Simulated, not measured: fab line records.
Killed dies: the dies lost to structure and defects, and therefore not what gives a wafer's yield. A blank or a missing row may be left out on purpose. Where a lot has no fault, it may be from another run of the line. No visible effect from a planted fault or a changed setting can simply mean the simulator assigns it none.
What tool caused it? ; flow n5-finfet ; 12 lots, 36 wafers sampled, at 2 steps of a route of 1938

== WHAT EACH GAUGE READ, for each wafer ==
N5_BEOL_M8_THK_MEAS_53: measures by xrf.
lot;measured;on;M8_THK (nm)
L262;day 9 07:23;film-metro-01;79.9 79.7 81.1
L263;day 9 15:49;film-metro-01;79.2 78.2 80.4
L265;day 9 21:52;film-metro-01;78.6 80.6 80.8
L266;day 10 07:19;film-metro-02;77.3 78.9 77.0
L267;day 10 18:01;film-metro-01;79.1 79.5 78.2
L268;day 10 19:32;film-metro-02;79.4 82.9 77.0
L270;day 11 15:01;film-metro-02;83.0 79.5 82.6
L271;day 11 15:41;film-metro-02;77.8 82.0 78.7
L281;day 15 02:20;film-metro-01;80.4 82.5 81.2
L282;day 15 06:37;film-metro-01;85.8 84.2 80.8
L285;day 15 10:50;film-metro-02;80.4 82.3 78.0
L284;day 15 13:34;film-metro-01;79.7 83.4 83.2

== WHAT TOOL EACH LOT RAN ON (gives the tool, then ch and the chambers of the sampled wafers, and finally the start) ==
lot;N5_BEOL_M8_PRE_CLEAN_45
L262;pvd-sputter-01, day 9 05:55
L263;pvd-sputter-01, day 9 14:14
L265;pvd-sputter-02, day 9 19:50
L266;pvd-sputter-03, day 10 05:10
L267;pvd-sputter-01, day 10 16:05
L268;pvd-sputter-03, day 10 16:28
L270;pvd-sputter-02, day 11 13:25
L271;pvd-sputter-02, day 11 13:49
L281;pvd-sputter-03, day 15 00:57
L282;pvd-sputter-02, day 15 04:49
L285;pvd-sputter-03, day 15 08:56
L284;pvd-sputter-02, day 15 11:48
- N5_BEOL_M8_PRE_CLEAN_45: time 30 s.

== WHAT THE TOOLS THEMSELVES READ (means of the sampled wafers that have a number; where no wafer has one, the mark that the record gives instead) ==
N5_BEOL_M8_PRE_CLEAN_45.
lot;tool;heater-power-w (W)
L262;pvd-sputter-01;316
L263;pvd-sputter-01;329
L265;pvd-sputter-02;320
L266;pvd-sputter-03;355
L267;pvd-sputter-01;324
L268;pvd-sputter-03;337
L270;pvd-sputter-02;325
L271;pvd-sputter-02;307
L281;pvd-sputter-03;347
L282;pvd-sputter-02;323
L285;pvd-sputter-03;344
L284;pvd-sputter-02;320

== THE ANSWER, worked out from the rows above alone ==
Rule: the usual values come from the lots themselves. The widest of any qualifying gaps counts: lots, ordered by their means at a reading, are off when they make up no more than a third of the lots, leave a main group of 4 or more, and stand apart from it by 3 or more times the standard deviation of that group's means. A main group is skipped when, at the precision printed for the reading in the tables above, its means are all equal. A lot without any number at a reading at which 4 lots or more have one is off too. Any other lot the step has rows for is counted as sound. The gauges are gone through in route order, then the tools' own readings, and for those a lot's mean is taken as printed above. The first step at which some lot is off is used, and at that step the reading that is off furthest; a lot without a number counts as furthest.
No lot is off at any reading shown: from this, nothing can be told.

== WHAT WAS PUT IN BY THE SIMULATOR ==
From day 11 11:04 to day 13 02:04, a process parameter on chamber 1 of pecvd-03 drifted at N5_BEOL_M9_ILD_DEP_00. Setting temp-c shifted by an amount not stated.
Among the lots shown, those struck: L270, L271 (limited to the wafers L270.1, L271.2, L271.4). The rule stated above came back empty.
